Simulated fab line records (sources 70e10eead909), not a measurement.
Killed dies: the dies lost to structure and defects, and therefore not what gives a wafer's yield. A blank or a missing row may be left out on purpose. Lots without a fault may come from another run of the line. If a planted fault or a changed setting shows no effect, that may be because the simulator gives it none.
fab line records || flow nandHarc || part 2 of 2: steps 26 to 38 of 38
record: {"lots": 5, "wafers": 15, "lastDay": 33}
route steps=1302 shown THIN_TSV@1252
lots that met no fault: taken from a fault-free run of the same line
startH: hours from the record's first day to the start of the lot's first wafer shown || waitH: hours from the lot's prior step to this one || " repeats the value in the row above || L1.1+2: one row covering several wafers at once || - no value, or no start was given || * or withheld: withheld || < > ~ a bound
route shown NAME@n: names a module that has steps shown in the file, with the first one's number in the route || usual: the fault-free wafers' mean and standard deviation || same: alike in all rows || chamber/n: place in a boat || sites: the reading at each site || _std_site: the values' standard deviation || _edge_site: the outer-site mean with the inner-site mean subtracted || radiusMm: how far each site lies from the wafer's centre || mask NAME#n: copy n || behind: the most recent tool/chamber to have shaped the wafer || hold: reason for holding the lot/hours on hold/outcome of the hold || device: whichever transistor did not switch (one of n, p or np) || end of line: the same wafers' tests at the end of the route || for a step that has no rows: nothing shown but its recipe || killed: the dies lost at the first sort to structure and to defects; this is not the yield of the wafer || map: per-die view of a wafer (x killed, . not killed, _ where there is no die)
set.NAME: the setting as run; set.NAME@STEP: as run at that earlier step || model.NAME: the simulator's own value behind a step, which no gauge read
lots at selected steps of the route; one table per step, one row per wafer
services: a tool's chamber out of use, with start hour (startH, from the record's first day; less than 0 if before it), hours out, and reason
== steps ==
step: NHARC_THIN_TSV_SRD_23
{"lot.wafer": "L082.6+3+2", "tool": "wetBench-10", "chamber": "0,1,2", "startH": 652.37, "waitH": 0.0}
{"lot.wafer": "L084.1+4+3", "tool": "wetBench-10", "chamber": "7,0,3", "startH": 664.05, "waitH": 0.0}
{"lot.wafer": "L085.3+6+5", "tool": "wetBench-08", "chamber": "5,6,7", "startH": 674.40, "waitH": 0.0}
{"lot.wafer": "L091.5+6+4", "tool": "wetBench-08", "chamber": "7,0,1", "startH": 724.19, "waitH": 0.0}
{"lot.wafer": "L093.6+5+1", "tool": "wetBench-08", "chamber": "2,3,5", "startH": 766.70, "waitH": 0.0}
step: NHARC_THIN_TSV_DEGAS_53
recipe: {"tempC": 300, "timeS": 60}
usual: {"heaterPowerW": "476/40"}
same: {"timeS": 60}
{"lot.wafer": "L082.2", "tool": "pvdSputter-02", "chamber": "-", "startH": 652.47, "waitH": 0.1, "heaterPowerW": 442}
{"lot.wafer": "L082.3", "tool": "pvdSputter-02", "chamber": "-", "startH": 652.47, "waitH": 0.1, "heaterPowerW": 510}
{"lot.wafer": "L082.6", "tool": "pvdSputter-02", "chamber": "-", "startH": 652.47, "waitH": 0.1, "heaterPowerW": 476}
{"lot.wafer": "L084.3", "tool": "pvdSputter-02", "chamber": "-", "startH": 664.15, "waitH": 0.1, "heaterPowerW": 519}
{"lot.wafer": "L084.1", "tool": "pvdSputter-02", "chamber": "-", "startH": 664.15, "waitH": 0.1, "heaterPowerW": 439}
{"lot.wafer": "L084.4", "tool": "pvdSputter-02", "chamber": "-", "startH": 664.15, "waitH": 0.1, "heaterPowerW": 481}
{"lot.wafer": "L085.3", "tool": "pvdSputter-02", "chamber": "-", "startH": 674.50, "waitH": 0.1, "heaterPowerW": 442}
{"lot.wafer": "L085.5", "tool": "pvdSputter-02", "chamber": "-", "startH": 674.50, "waitH": 0.1, "heaterPowerW": 525}
{"lot.wafer": "L085.6", "tool": "pvdSputter-02", "chamber": "-", "startH": 674.50, "waitH": 0.1, "heaterPowerW": 431}
{"lot.wafer": "L091.4", "tool": "pvdSputter-03", "chamber": "-", "startH": 724.29, "waitH": 0.1, "heaterPowerW": 482}
{"lot.wafer": "L091.5", "tool": "pvdSputter-03", "chamber": "-", "startH": 724.29, "waitH": 0.1, "heaterPowerW": 485}
{"lot.wafer": "L091.6", "tool": "pvdSputter-03", "chamber": "-", "startH": 724.29, "waitH": 0.1, "heaterPowerW": 478}
{"lot.wafer": "L093.1", "tool": "pvdSputter-03", "chamber": "-", "startH": 766.82, "waitH": 0.1, "heaterPowerW": 513}
{"lot.wafer": "L093.6", "tool": "pvdSputter-03", "chamber": "-", "startH": 766.82, "waitH": 0.1, "heaterPowerW": 481}
{"lot.wafer": "L093.5", "tool": "pvdSputter-03", "chamber": "-", "startH": 766.82, "waitH": 0.1, "heaterPowerW": 484}
step: NHARC_THIN_TSV_PRE_CLEAN_54
recipe: {"timeS": 30, "tempC": 280, "gas": "H2/He"}
usual: {"heaterPowerW": "415/35"}
same: {"timeS": 30}
{"lot.wafer": "L082.3", "tool": "pvdSputter-02", "chamber": "-", "startH": 652.55, "waitH": 0.0, "heaterPowerW": 415}
{"lot.wafer": "L082.2", "tool": "pvdSputter-02", "chamber": "-", "startH": 652.55, "waitH": 0.0, "heaterPowerW": 461}
{"lot.wafer": "L082.6", "tool": "pvdSputter-02", "chamber": "-", "startH": 652.55, "waitH": 0.0, "heaterPowerW": 396}
{"lot.wafer": "L084.4", "tool": "pvdSputter-02", "chamber": "-", "startH": 664.22, "waitH": 0.0, "heaterPowerW": 425}
{"lot.wafer": "L084.1", "tool": "pvdSputter-02", "chamber": "-", "startH": 664.22, "waitH": 0.0, "heaterPowerW": 456}
{"lot.wafer": "L084.3", "tool": "pvdSputter-02", "chamber": "-", "startH": 664.22, "waitH": 0.0, "heaterPowerW": 454}
{"lot.wafer": "L085.3", "tool": "pvdSputter-02", "chamber": "-", "startH": 674.59, "waitH": 0.1, "heaterPowerW": 421}
{"lot.wafer": "L085.5", "tool": "pvdSputter-02", "chamber": "-", "startH": 674.59, "waitH": 0.1, "heaterPowerW": 458}
{"lot.wafer": "L085.6", "tool": "pvdSputter-02", "chamber": "-", "startH": 674.59, "waitH": 0.1, "heaterPowerW": 388}
{"lot.wafer": "L091.4", "tool": "pvdSputter-03", "chamber": "-", "startH": 724.35, "waitH": 0.1, "heaterPowerW": 373}
{"lot.wafer": "L091.5", "tool": "pvdSputter-03", "chamber": "-", "startH": 724.35, "waitH": 0.1, "heaterPowerW": 383}
{"lot.wafer": "L091.6", "tool": "pvdSputter-03", "chamber": "-", "startH": 724.35, "waitH": 0.1, "heaterPowerW": 423}
{"lot.wafer": "L093.1", "tool": "pvdSputter-03", "chamber": "-", "startH": 766.89, "waitH": 0.1, "heaterPowerW": 414}
{"lot.wafer": "L093.6", "tool": "pvdSputter-03", "chamber": "-", "startH": 766.89, "waitH": 0.1, "heaterPowerW": 423}
{"lot.wafer": "L093.5", "tool": "pvdSputter-03", "chamber": "-", "startH": 766.89, "waitH": 0.1, "heaterPowerW": 424}
step: NHARC_THIN_TSV_PVD_55
recipe: {"targetThkA": 500, "material": "TiN"}
{"lot.wafer": "L082.3+2+6", "tool": "pvdSputter-02", "chamber": "-", "startH": 652.66, "waitH": 0.1}
{"lot.wafer": "L084.1+4+3", "tool": "pvdSputter-02", "chamber": "-", "startH": 664.29, "waitH": 0.0}
{"lot.wafer": "L085.3+5+6", "tool": "pvdSputter-02", "chamber": "-", "startH": 674.71, "waitH": 0.1}
{"lot.wafer": "L091.4+6+5", "tool": "pvdSputter-03", "chamber": "-", "startH": 724.43, "waitH": 0.1}
{"lot.wafer": "L093.1+5+6", "tool": "pvdSputter-03", "chamber": "-", "startH": 766.95, "waitH": 0.1}
step: NHARC_THIN_TSV_PVD_24
recipe: {"targetThkA": 8000, "powerW": "withheld", "chamberPressurePa": "withheld", "substrateTempC": "withheld", "timeS": "withheld", "gas": "Ar", "material": "Al"}
{"lot.wafer": "L082.3+2+6", "tool": "pvdSputter-02", "chamber": "-", "startH": 652.82, "waitH": 0.1}
{"lot.wafer": "L084.4+1+3", "tool": "pvdSputter-02", "chamber": "-", "startH": 664.49, "waitH": 0.2}
{"lot.wafer": "L085.3+6+5", "tool": "pvdSputter-02", "chamber": "-", "startH": 674.79, "waitH": 0.1}
{"lot.wafer": "L091.4+6+5", "tool": "pvdSputter-03", "chamber": "-", "startH": 724.74, "waitH": 0.3}
{"lot.wafer": "L093.1+5+6", "tool": "pvdSputter-03", "chamber": "-", "startH": 767.16, "waitH": 0.2}
step: NHARC_THIN_TSV_DEHYDRATE_25
recipe: {"tempC": 150, "timeS": 120}
usual: {"plateTempC": "150.00/0.17"}
same: {"timeS": 120}
{"lot.wafer": "L082.2", "tool": "lithoTrack-07", "chamber": 0, "startH": 653.18, "waitH": "-", "plateTempC": 149.87}
{"lot.wafer": "L082.3", "tool": "lithoTrack-07", "chamber": 0, "startH": 653.18, "waitH": "-", "plateTempC": 149.98}
{"lot.wafer": "L082.6", "tool": "lithoTrack-07", "chamber": 0, "startH": 653.18, "waitH": "-", "plateTempC": 149.93}
{"lot.wafer": "L084.1", "tool": "lithoTrack-05", "chamber": 0, "startH": 664.85, "waitH": "-", "plateTempC": 150.02}
{"lot.wafer": "L084.3", "tool": "lithoTrack-05", "chamber": 0, "startH": 664.85, "waitH": "-", "plateTempC": 149.91}
{"lot.wafer": "L084.4", "tool": "lithoTrack-05", "chamber": 0, "startH": 664.85, "waitH": "-", "plateTempC": 149.89}
{"lot.wafer": "L085.3", "tool": "lithoTrack-07", "chamber": 0, "startH": 675.20, "waitH": "-", "plateTempC": 150.23}
{"lot.wafer": "L085.5", "tool": "lithoTrack-07", "chamber": 0, "startH": 675.20, "waitH": "-", "plateTempC": 150.16}
{"lot.wafer": "L085.6", "tool": "lithoTrack-07", "chamber": 0, "startH": 675.20, "waitH": "-", "plateTempC": 150.21}
{"lot.wafer": "L091.4", "tool": "lithoTrack-07", "chamber": 0, "startH": 724.99, "waitH": "-", "plateTempC": 150.08}
{"lot.wafer": "L091.5", "tool": "lithoTrack-07", "chamber": 0, "startH": 724.99, "waitH": "-", "plateTempC": 150.02}
{"lot.wafer": "L091.6", "tool": "lithoTrack-07", "chamber": 0, "startH": 724.99, "waitH": "-", "plateTempC": 149.93}
{"lot.wafer": "L093.1", "tool": "lithoTrack-03", "chamber": 0, "startH": 767.51, "waitH": "-", "plateTempC": 149.82}
{"lot.wafer": "L093.5", "tool": "lithoTrack-03", "chamber": 0, "startH": 767.51, "waitH": "-", "plateTempC": 149.84}
{"lot.wafer": "L093.6", "tool": "lithoTrack-03", "chamber": 0, "startH": 767.51, "waitH": "-", "plateTempC": 149.86}
step: NHARC_THIN_TSV_HMDS_26
recipe: {"timeS": 30}
same: {"timeS": 30}
{"lot.wafer": "L082.2+3+6", "tool": "lithoTrack-07", "chamber": 0, "startH": "-", "waitH": "-"}
{"lot.wafer": "L084.1+3+4", "tool": "lithoTrack-05", "chamber": 0, "startH": "-", "waitH": "-"}
{"lot.wafer": "L085.3+5+6", "tool": "lithoTrack-07", "chamber": 0, "startH": "-", "waitH": "-"}
{"lot.wafer": "L091.4+5+6", "tool": "lithoTrack-07", "chamber": 0, "startH": "-", "waitH": "-"}
{"lot.wafer": "L093.1+5+6", "tool": "lithoTrack-03", "chamber": 0, "startH": "-", "waitH": "-"}
step: NHARC_THIN_TSV_COAT_27
recipe: {"spinRpm": "*"}
usual: {"spinSpeedRpm": "*"}
{"lot.wafer": "L082.2", "tool": "lithoTrack-07", "chamber": 0, "startH": "-", "waitH": "-", "spinSpeedRpm": "*"}
{"lot.wafer": "L082.3", "tool": "lithoTrack-07", "chamber": 0, "startH": "-", "waitH": "-", "spinSpeedRpm": "*"}
{"lot.wafer": "L082.6", "tool": "lithoTrack-07", "chamber": 0, "startH": "-", "waitH": "-", "spinSpeedRpm": "*"}
{"lot.wafer": "L084.1", "tool": "lithoTrack-05", "chamber": 0, "startH": "-", "waitH": "-", "spinSpeedRpm": "*"}
{"lot.wafer": "L084.3", "tool": "lithoTrack-05", "chamber": 0, "startH": "-", "waitH": "-", "spinSpeedRpm": "*"}
{"lot.wafer": "L084.4", "tool": "lithoTrack-05", "chamber": 0, "startH": "-", "waitH": "-", "spinSpeedRpm": "*"}
{"lot.wafer": "L085.3", "tool": "lithoTrack-07", "chamber": 0, "startH": "-", "waitH": "-", "spinSpeedRpm": "*"}
{"lot.wafer": "L085.5", "tool": "lithoTrack-07", "chamber": 0, "startH": "-", "waitH": "-", "spinSpeedRpm": "*"}
{"lot.wafer": "L085.6", "tool": "lithoTrack-07", "chamber": 0, "startH": "-", "waitH": "-", "spinSpeedRpm": "*"}
{"lot.wafer": "L091.4", "tool": "lithoTrack-07", "chamber": 0, "startH": "-", "waitH": "-", "spinSpeedRpm": "*"}
{"lot.wafer": "L091.5", "tool": "lithoTrack-07", "chamber": 0, "startH": "-", "waitH": "-", "spinSpeedRpm": "*"}
{"lot.wafer": "L091.6", "tool": "lithoTrack-07", "chamber": 0, "startH": "-", "waitH": "-", "spinSpeedRpm": "*"}
{"lot.wafer": "L093.1", "tool": "lithoTrack-03", "chamber": 0, "startH": "-", "waitH": "-", "spinSpeedRpm": "*"}
{"lot.wafer": "L093.5", "tool": "lithoTrack-03", "chamber": 0, "startH": "-", "waitH": "-", "spinSpeedRpm": "*"}
{"lot.wafer": "L093.6", "tool": "lithoTrack-03", "chamber": 0, "startH": "-", "waitH": "-", "spinSpeedRpm": "*"}
step: NHARC_THIN_TSV_SOFTBAKE_28
recipe: {"tempC": 122, "timeS": 95}
usual: {"plateTempC": "121.97/0.14"}
same: {"timeS": 95}
{"lot.wafer": "L082.2", "tool": "lithoTrack-07", "chamber": 0, "startH": "-", "waitH": "-", "plateTempC": 122.05}
{"lot.wafer": "L082.3", "tool": "lithoTrack-07", "chamber": 0, "startH": "-", "waitH": "-", "plateTempC": 121.88}
{"lot.wafer": "L082.6", "tool": "lithoTrack-07", "chamber": 0, "startH": "-", "waitH": "-", "plateTempC": 122.22}
{"lot.wafer": "L084.1", "tool": "lithoTrack-05", "chamber": 0, "startH": "-", "waitH": "-", "plateTempC": 121.93}
{"lot.wafer": "L084.3", "tool": "lithoTrack-05", "chamber": 0, "startH": "-", "waitH": "-", "plateTempC": 122.04}
{"lot.wafer": "L084.4", "tool": "lithoTrack-05", "chamber": 0, "startH": "-", "waitH": "-", "plateTempC": 121.97}
{"lot.wafer": "L085.3", "tool": "lithoTrack-07", "chamber": 0, "startH": "-", "waitH": "-", "plateTempC": 121.77}
{"lot.wafer": "L085.5", "tool": "lithoTrack-07", "chamber": 0, "startH": "-", "waitH": "-", "plateTempC": 121.86}
{"lot.wafer": "L085.6", "tool": "lithoTrack-07", "chamber": 0, "startH": "-", "waitH": "-", "plateTempC": 121.69}
{"lot.wafer": "L091.4", "tool": "lithoTrack-07", "chamber": 0, "startH": "-", "waitH": "-", "plateTempC": 121.71}
{"lot.wafer": "L091.5", "tool": "lithoTrack-07", "chamber": 0, "startH": "-", "waitH": "-", "plateTempC": 121.77}
{"lot.wafer": "L091.6", "tool": "lithoTrack-07", "chamber": 0, "startH": "-", "waitH": "-", "plateTempC": 121.86}
{"lot.wafer": "L093.1", "tool": "lithoTrack-03", "chamber": 0, "startH": "-", "waitH": "-", "plateTempC": 122.09}
{"lot.wafer": "L093.5", "tool": "lithoTrack-03", "chamber": 0, "startH": "-", "waitH": "-", "plateTempC": 121.96}
{"lot.wafer": "L093.6", "tool": "lithoTrack-03", "chamber": 0, "startH": "-", "waitH": "-", "plateTempC": 122.06}
step: NHARC_THIN_TSV_EBR_29
{"lot.wafer": "L082.2+3+6", "tool": "lithoTrack-07", "chamber": 0, "startH": "-", "waitH": "-"}
{"lot.wafer": "L084.1+3+4", "tool": "lithoTrack-05", "chamber": 0, "startH": "-", "waitH": "-"}
{"lot.wafer": "L085.3+5+6", "tool": "lithoTrack-07", "chamber": 0, "startH": "-", "waitH": "-"}
{"lot.wafer": "L091.4+5+6", "tool": "lithoTrack-07", "chamber": 0, "startH": "-", "waitH": "-"}
{"lot.wafer": "L093.1+5+6", "tool": "lithoTrack-03", "chamber": 0, "startH": "-", "waitH": "-"}
step: NHARC_THIN_TSV_EXPOSE_30
recipe: {"na": 0.55, "doseMj": 11.47, "maskId": "PAD"}
usual: {"focusOffsetNm": "0.0/0.55", "stageVelMmS": "500.03/0.22"}
{"lot.wafer": "L082.2", "tool": "krfScanner-01", "chamber": 0, "startH": 653.34, "waitH": "-", "mask": "PAD#0", "focusOffsetNm": 0.5, "stageVelMmS": 500.04}
{"lot.wafer": "L082.3", "tool": "krfScanner-01", "chamber": 0, "startH": 653.34, "waitH": "-", "mask": "PAD#0", "focusOffsetNm": -0.5, "stageVelMmS": 499.95}
{"lot.wafer": "L082.6", "tool": "krfScanner-01", "chamber": 0, "startH": 653.34, "waitH": "-", "mask": "PAD#0", "focusOffsetNm": 0.1, "stageVelMmS": 500.57}
{"lot.wafer": "L084.1", "tool": "krfScanner-01", "chamber": 0, "startH": 665.12, "waitH": "-", "mask": "PAD#0", "focusOffsetNm": 0.7, "stageVelMmS": 499.81}
{"lot.wafer": "L084.3", "tool": "krfScanner-01", "chamber": 0, "startH": 665.12, "waitH": "-", "mask": "PAD#0", "focusOffsetNm": -0.6, "stageVelMmS": 500.01}
{"lot.wafer": "L084.4", "tool": "krfScanner-01", "chamber": 0, "startH": 665.12, "waitH": "-", "mask": "PAD#0", "focusOffsetNm": -0.1, "stageVelMmS": 499.83}
{"lot.wafer": "L085.3", "tool": "krfScanner-01", "chamber": 0, "startH": 675.37, "waitH": "-", "mask": "PAD#0", "focusOffsetNm": 0.2, "stageVelMmS": 499.94}
{"lot.wafer": "L085.5", "tool": "krfScanner-01", "chamber": 0, "startH": 675.37, "waitH": "-", "mask": "PAD#0", "focusOffsetNm": 0.0, "stageVelMmS": 500.22}
{"lot.wafer": "L085.6", "tool": "krfScanner-01", "chamber": 0, "startH": 675.37, "waitH": "-", "mask": "PAD#0", "focusOffsetNm": 0.1, "stageVelMmS": 500.07}
{"lot.wafer": "L091.4", "tool": "krfScanner-03", "chamber": 0, "startH": 725.28, "waitH": "-", "mask": "PAD#0", "focusOffsetNm": 0.4, "stageVelMmS": 499.82}
{"lot.wafer": "L091.5", "tool": "krfScanner-03", "chamber": 0, "startH": 725.28, "waitH": "-", "mask": "PAD#0", "focusOffsetNm": 0.3, "stageVelMmS": 500.02}
{"lot.wafer": "L091.6", "tool": "krfScanner-03", "chamber": 0, "startH": 725.28, "waitH": "-", "mask": "PAD#0", "focusOffsetNm": 0.5, "stageVelMmS": 500.03}
{"lot.wafer": "L093.1", "tool": "krfScanner-04", "chamber": 0, "startH": 767.66, "waitH": "-", "mask": "PAD#0", "focusOffsetNm": -0.8, "stageVelMmS": 500.04}
{"lot.wafer": "L093.5", "tool": "krfScanner-04", "chamber": 0, "startH": 767.66, "waitH": "-", "mask": "PAD#0", "focusOffsetNm": -0.8, "stageVelMmS": 499.71}
{"lot.wafer": "L093.6", "tool": "krfScanner-04", "chamber": 0, "startH": 767.66, "waitH": "-", "mask": "PAD#0", "focusOffsetNm": -1.0, "stageVelMmS": 499.75}
step: NHARC_THIN_TSV_PEB_31
recipe: {"pebTempC": 118, "pebTimeS": 85}
usual: {"plateTempC": "118.00/0.14"}
{"lot.wafer": "L082.2", "tool": "lithoTrack-07", "chamber": 0, "startH": 653.40, "waitH": 0.1, "plateTempC": 118.03}
{"lot.wafer": "L082.3", "tool": "lithoTrack-07", "chamber": 0, "startH": 653.40, "waitH": 0.1, "plateTempC": 118.07}
{"lot.wafer": "L082.6", "tool": "lithoTrack-07", "chamber": 0, "startH": 653.40, "waitH": 0.1, "plateTempC": 118.15}
{"lot.wafer": "L084.1", "tool": "lithoTrack-07", "chamber": 0, "startH": 665.19, "waitH": 0.1, "plateTempC": 118.07}
{"lot.wafer": "L084.3", "tool": "lithoTrack-07", "chamber": 0, "startH": 665.19, "waitH": 0.1, "plateTempC": 117.98}
{"lot.wafer": "L084.4", "tool": "lithoTrack-07", "chamber": 0, "startH": 665.19, "waitH": 0.1, "plateTempC": 118.25}
{"lot.wafer": "L085.3", "tool": "lithoTrack-03", "chamber": 0, "startH": 675.42, "waitH": 0.1, "plateTempC": 118.00}
{"lot.wafer": "L085.5", "tool": "lithoTrack-03", "chamber": 0, "startH": 675.42, "waitH": 0.1, "plateTempC": 117.98}
{"lot.wafer": "L085.6", "tool": "lithoTrack-03", "chamber": 0, "startH": 675.42, "waitH": 0.1, "plateTempC": 117.93}
{"lot.wafer": "L091.4", "tool": "lithoTrack-03", "chamber": 0, "startH": 725.33, "waitH": 0.0, "plateTempC": 118.04}
{"lot.wafer": "L091.5", "tool": "lithoTrack-03", "chamber": 0, "startH": 725.33, "waitH": 0.0, "plateTempC": 117.97}
{"lot.wafer": "L091.6", "tool": "lithoTrack-03", "chamber": 0, "startH": 725.33, "waitH": 0.0, "plateTempC": 118.05}
{"lot.wafer": "L093.1", "tool": "lithoTrack-07", "chamber": 0, "startH": 767.72, "waitH": 0.1, "plateTempC": 117.71}
{"lot.wafer": "L093.5", "tool": "lithoTrack-07", "chamber": 0, "startH": 767.72, "waitH": 0.1, "plateTempC": 118.02}
{"lot.wafer": "L093.6", "tool": "lithoTrack-07", "chamber": 0, "startH": 767.72, "waitH": 0.1, "plateTempC": 117.97}
step: NHARC_THIN_TSV_DEVELOP_32
recipe: {"timeS": 70}
same: {"timeS": 70}
{"lot.wafer": "L082.2+3+6", "tool": "lithoTrack-07", "chamber": 0, "startH": "-", "waitH": "-"}
{"lot.wafer": "L084.1+3+4", "tool": "lithoTrack-07", "chamber": 0, "startH": "-", "waitH": "-"}
{"lot.wafer": "L085.3+5+6", "tool": "lithoTrack-03", "chamber": 0, "startH": "-", "waitH": "-"}
{"lot.wafer": "L091.4+5+6", "tool": "lithoTrack-03", "chamber": 0, "startH": "-", "waitH": "-"}
{"lot.wafer": "L093.1+5+6", "tool": "lithoTrack-07", "chamber": 0, "startH": "-", "waitH": "-"}
== services ==
{"tool": "lithoTrack-03", "chamber": "-", "startH": 625.00, "hours": 7.0, "kind": "pm"}
{"tool": "rieDiel-09", "chamber": "-", "startH": 625.80, "hours": 0.3, "kind": "repair"}
{"tool": "rieDiel-12", "chamber": 3, "startH": 629.89, "hours": 16.6, "kind": "repair"}
{"tool": "pvdSputter-02", "chamber": "-", "startH": 638.20, "hours": 10.0, "kind": "pm"}
{"tool": "ecdCu-02", "chamber": "-", "startH": 639.64, "hours": 5.2, "kind": "repair"}
{"tool": "wetBench-08", "chamber": "-", "startH": 646.42, "hours": 8.0, "kind": "pm"}
{"tool": "krfScanner-03", "chamber": "-", "startH": 647.06, "hours": 1.7, "kind": "repair"}
{"tool": "lithoTrack-05", "chamber": "-", "startH": 649.00, "hours": 7.0, "kind": "pm"}
{"tool": "krfScanner-01", "chamber": "-", "startH": 656.00, "hours": 4.0, "kind": "pm"}
{"tool": "rieDiel-09", "chamber": 3, "startH": 657.87, "hours": 2.5, "kind": "repair"}
{"tool": "rieDiel-09", "chamber": "-", "startH": 674.10, "hours": 9.0, "kind": "pm"}
{"tool": "ecdCu-02", "chamber": "-", "startH": 680.27, "hours": 11.8, "kind": "repair"}
{"tool": "pvdSputter-01", "chamber": "-", "startH": 684.99, "hours": 8.9, "kind": "repair"}
{"tool": "rieDiel-04", "chamber": "-", "startH": 688.02, "hours": 0.9, "kind": "repair"}
{"tool": "krfScanner-01", "chamber": "-", "startH": 695.25, "hours": 5.4, "kind": "repair"}
{"tool": "plasmaAsher-01", "chamber": "-", "startH": 696.39, "hours": 9.0, "kind": "pm"}
{"tool": "wetBench-08", "chamber": "-", "startH": 702.84, "hours": 1.8, "kind": "repair"}
{"tool": "pvdSputter-03", "chamber": "-", "startH": 704.00, "hours": 10.0, "kind": "pm"}
{"tool": "krfScanner-01", "chamber": "-", "startH": 705.10, "hours": 3.0, "kind": "repair"}
{"tool": "rieDiel-12", "chamber": 2, "startH": 706.26, "hours": 2.7, "kind": "repair"}
{"tool": "rieDiel-04", "chamber": "-", "startH": 708.90, "hours": 9.0, "kind": "pm"}
{"tool": "wetBench-10", "chamber": "-", "startH": 711.74, "hours": 8.0, "kind": "pm"}
{"tool": "rieSi-01", "chamber": 2, "startH": 717.24, "hours": 2.8, "kind": "repair"}
{"tool": "pvdSputter-01", "chamber": "-", "startH": 760.04, "hours": 10.0, "kind": "pm"}
